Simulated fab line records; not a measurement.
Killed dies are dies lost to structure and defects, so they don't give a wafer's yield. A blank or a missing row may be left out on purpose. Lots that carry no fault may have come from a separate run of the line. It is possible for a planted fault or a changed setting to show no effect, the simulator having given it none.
What tool caused it? -- flow nand-harc -- 6 lots, 18 wafers sampled, at 3 steps of a route of 1302

## WHAT EACH GAUGE READ, for each wafer
NHARC_P_ZERO_WELL_CD_MEAS_24 targets a cd of 720 nm.
lot,measured,on,cd-nm (nm)
L410,day 3 14:29,cd-sem-01,721.5 717.8 717.1
L413,day 4 20:35,cd-sem-01,715.7 720.5 713.7
L416,day 6 03:11,cd-sem-02,722.5 717.1 716.2
L418,day 6 22:34,cd-sem-01,720.3 718.5 717.5
L423,day 9 00:29,cd-sem-03,716.6 715.6 717.6
L429,day 11 12:52,cd-sem-03,719.2 716.3 715.0

## WHICH TOOL RAN EACH LOT (tool, then ch and the chambers of the sampled wafers, then the start)
lot,NHARC_P_ZERO_WELL_ETCH_63,NHARC_P_ZERO_WELL_EXPOSE_21
L410,"rie-si-05 ch 0,1,3, day 3 13:40","krf-scanner-02 ch 0, day 3 14:19"
L413,"rie-si-06 ch 0,3, day 4 19:40","krf-scanner-03 ch 0, day 4 20:26"
L416,"rie-si-03 ch 2,3, day 6 02:13","krf-scanner-02 ch 0, day 6 03:02"
L418,"rie-si-06 ch 0,1,2, day 6 21:39","krf-scanner-02 ch 0, day 6 22:25"
L423,"rie-si-05 ch 0,3, day 8 23:41","krf-scanner-02 ch 0, day 9 00:20"
L429,"rie-si-05 ch 0,2, day 11 11:55","krf-scanner-02 ch 0, day 11 12:43"
- NHARC_P_ZERO_WELL_ETCH_63: etches the open film in HBr/Cl2, target depth 120 nm, time 40.1 s.
- NHARC_P_ZERO_WELL_EXPOSE_21: exposes mask P NWELL, target cd 720 nm.

## THE ANSWER, worked out from the rows above alone
Rule: the lots themselves supply what counts as usual. The widest of any qualifying gaps counts: lots, ordered by their means at a reading, are off when they make up no more than a third of the lots, leave a main group of 4 or more, and stand apart from it by 3 or more times the standard deviation of that group's means. Not used: any main group whose means are identical at the precision the tables above print for the reading. Also off: a lot with no number at a reading for which 4 or more lots have one. The other lots that the step has rows for count as sound.
Across all readings shown, no lot is off: no conclusion can be drawn from this.

## WHAT THE SIMULATOR HAD PUT IN
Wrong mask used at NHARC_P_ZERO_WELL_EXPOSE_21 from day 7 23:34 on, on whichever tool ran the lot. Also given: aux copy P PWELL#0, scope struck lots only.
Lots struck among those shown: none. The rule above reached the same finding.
